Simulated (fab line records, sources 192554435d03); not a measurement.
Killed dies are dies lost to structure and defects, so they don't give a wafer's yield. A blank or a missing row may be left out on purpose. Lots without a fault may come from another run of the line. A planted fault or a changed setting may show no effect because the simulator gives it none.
One fault seen from 2 desks | flow n5_finfet | each desk has only its own numbers; what lay behind them comes last

THE TOOL OWNER'S DESK: cvd_co-01
The tool's own readings at N5_BEOL_M10_CVD_75 (deposits Co from CCTBA/H2, target thk 2 nm, time 138.9 s): means of the sampled wafers that have a number, for each lot that ran on this tool. A lot is out of limits, marked OUT, if its mean lies more than 4 standard deviations from the usual mean; the brackets give that distance.
Columns: A = chamber_pressure_Torr at N5_BEOL_M10_CVD_75, usual 30.01 Torr; B = run_length_s at N5_BEOL_M10_CVD_75, usual 161.3 s
lot  | first seen here | A     | B
L942 | day 13 23:55    | 30.06 | 161.8
L943 | day 14 12:52    | 29.97 | 161.5
L948 | day 15 05:40    | 30.02 | 161.8
L947 | day 15 17:36    | 30.04 | 161.5
L951 | day 16 14:58    | 30.02 | 161.8
This desk's finding: nothing out of limits on any of the 5 lots.

THE METROLOGY DESK
What the gauges read, lot by lot, whatever tool the lot ran on: means of the sampled wafers that have a number. A lot is out of limits, marked OUT, if its mean lies more than 4 standard deviations from the usual mean; the brackets give that distance. Of its 11 readings 7 are shown: those that lie furthest out on some lot.
Columns: A = DIBL_P at N5_BEOL_M4_RC_MEAS_101, usual 35.7 mV/V; B = IOFF_N at N5_BEOL_M4_RC_MEAS_101, usual 0.155 nA/um; C = IOFF_P at N5_BEOL_M4_RC_MEAS_101, usual 0.20 nA/um; D = SS_N at N5_BEOL_M4_RC_MEAS_101, usual 71.3 mV/dec; E = VT_N at N5_BEOL_M4_RC_MEAS_101, usual 250 mV; F = VT_P at N5_BEOL_M4_RC_MEAS_101, usual -251 mV; G = M10_THK at N5_BEOL_M10_THK_MEAS_53, usual 137 nm
lot  | first seen here | A    | B     | C    | D    | E   | F    | G
L937 | day 10 09:34    | 35.2 | 0.144 | 0.21 | 71.5 | 253 | -248 | 142
L939 | day 10 16:27    | 37.0 | 0.156 | 0.19 | 71.4 | 249 | -254 | 143
L942 | day 11 15:58    | 38.1 | 0.194 | 0.23 | 71.5 | 248 | -251 | 139
L943 | day 12 03:38    | 35.7 | 0.149 | 0.19 | 70.6 | 250 | -251 | 134
L946 | day 12 03:52    | 37.0 | 0.170 | 0.22 | 71.2 | 246 | -249 | 140
L945 | day 12 13:44    | 36.7 | 0.166 | 0.22 | 72.3 | 247 | -247 | 134
L948 | day 12 22:20    | 35.1 | 0.139 | 0.21 | 71.2 | 251 | -249 | 139
L947 | day 13 05:15    | 34.8 | 0.130 | 0.15 | 71.6 | 251 | -257 | 134
L951 | day 14 00:10    | 38.7 | 0.167 | 0.21 | 71.1 | 248 | -252 | 135
This desk's finding: nothing out of limits on any of the 9 lots.

PUT TOGETHER
The tool owner's desk saw nothing out of limits.
The metrology desk saw nothing out of limits.

WHAT THE SIMULATOR HAD PUT IN
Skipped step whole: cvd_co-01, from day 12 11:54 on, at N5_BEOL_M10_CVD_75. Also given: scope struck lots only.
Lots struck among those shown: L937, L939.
